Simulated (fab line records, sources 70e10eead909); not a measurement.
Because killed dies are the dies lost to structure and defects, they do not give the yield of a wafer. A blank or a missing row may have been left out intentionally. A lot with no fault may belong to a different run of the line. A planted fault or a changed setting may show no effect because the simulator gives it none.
A struck lot beside a sound one | flow nand-harc | 15 steps out of a route of 1302
Sound: the wafers L555.3, L555.5, L555.6. Struck: wafer L570.1 (L570.2, L570.6, from the same lot, were not struck and are left out); the cause is given at the end.
At each step with rows: each side's tool, then ch and its chambers, then its first start. Under that, the readings that differ: sound wafers | struck wafers | difference of the means | sigmas: that difference in standard deviations of wafers without a fault.
alike: readings whose means differ by less than 2 such deviations, and words and numbers that are the same on both sides. not compared: withheld readings, readings that some wafer has no value for, bounds like >300 that may hide the same value, and numbers for which the record gives no deviation and whose values overlap.
A row with sigmas, a row that says differs or no value, or rows on one side alone: a step with any of these is where the two part. Numbers that have no deviation but don't overlap get no sigmas and don't part them. Lack of a reading on every wafer of one side parts them only where that side has two or more wafers.

first, 6 steps without rows for these wafers: NHARC_A_DECK1_JOINT_CVD_34 (deposits SiNx, target thk 20 nm); NHARC_A_DECK1_JOINT_DEP_06 (deposits SiOx, target thk 80 nm); NHARC_A_DECK1_JOINT_CURE_26 (time 32 s); NHARC_A_DECK1_JOINT_ANNEAL_27 (time 3600 s); NHARC_A_DECK1_JOINT_ANNEAL_28 (time 1800 s); NHARC_A_DECK1_JOINT_ANNEAL_29 (time 1800 s).
NHARC_A_DECK1_JOINT_CMP_02: polishes SiOx.
  sound on cmp-02 ch 0,3, day 12 19:33; struck on cmp-02 ch 3, day 19 14:00
  alike: motor-current-A
next, for these wafers, 1 step has no rows: NHARC_A_DECK1_JOINT_SRD_15.
NHARC_A_DECK1_JOINT_DEP_16: deposits SiO2, target thk 45 nm.
  sound on pecvd-02 ch 1,2, day 12 19:56; struck on pecvd-02 ch 2, day 19 14:20
  alike: heater-power-w, throttle-valve-pct
  not compared: since-wet-clean-h
NHARC_A_DECK1_JOINT_THK_MEAS_17: measures by ellipsometry.
  struck on film-metro-02, day 19 14:38; sound on film-metro-02, day 12 20:11
  alike: thk-nm
NHARC_A_DECK1_JOINT_INSPECT_05:
  struck on defect-inspect-02, day 19 14:40; sound on defect-inspect-01, day 12 20:14
  alike: raw-defect-count
NHARC_A_ONON_D2_DEP_00: target thk 1000 nm.
  sound on pecvd-onon-04 ch 0, day 12 20:25; struck on pecvd-onon-04 ch 0, day 19 14:44
NHARC_A_ONON_D2_THK_MEAS_02: measures by ellipsometry.
  struck on film-metro-02, day 19 15:14; sound on film-metro-01, day 12 20:48
  reading     | sound          | struck | difference | sigmas
  thk-nm (nm) | 1014 1012 1012 | 664    | -349       | -49
following that, 1 step holds no rows for these wafers, namely NHARC_A_ONON_D2_DEP_03 (target thickness 1000 nm).
-- jump in the record: it breaks off in module A_ONON_D2 and resumes in module END (first step shown: number 1302 of the route), and 12 days separate the struck wafers' starts before and after --
NHARC_END_SORT_01:
  sound on prober-02 ch 0, day 24 20:50; struck on prober-02 ch 0, day 31 19:36
  reading         | sound    | struck | difference | sigmas
  killed-at-array | 84 66 68 | 668    | +595       | +31
  killed-dies     | 85 74 75 | 677    | +599       | +30
  alike: killed-at-other, killed-at-periphery, killed-open, killed-short

WHERE THEY PART
First at NHARC_A_ONON_D2_THK_MEAS_02; last, within this record, at NHARC_END_SORT_01.

WHY: whatever the simulator had introduced
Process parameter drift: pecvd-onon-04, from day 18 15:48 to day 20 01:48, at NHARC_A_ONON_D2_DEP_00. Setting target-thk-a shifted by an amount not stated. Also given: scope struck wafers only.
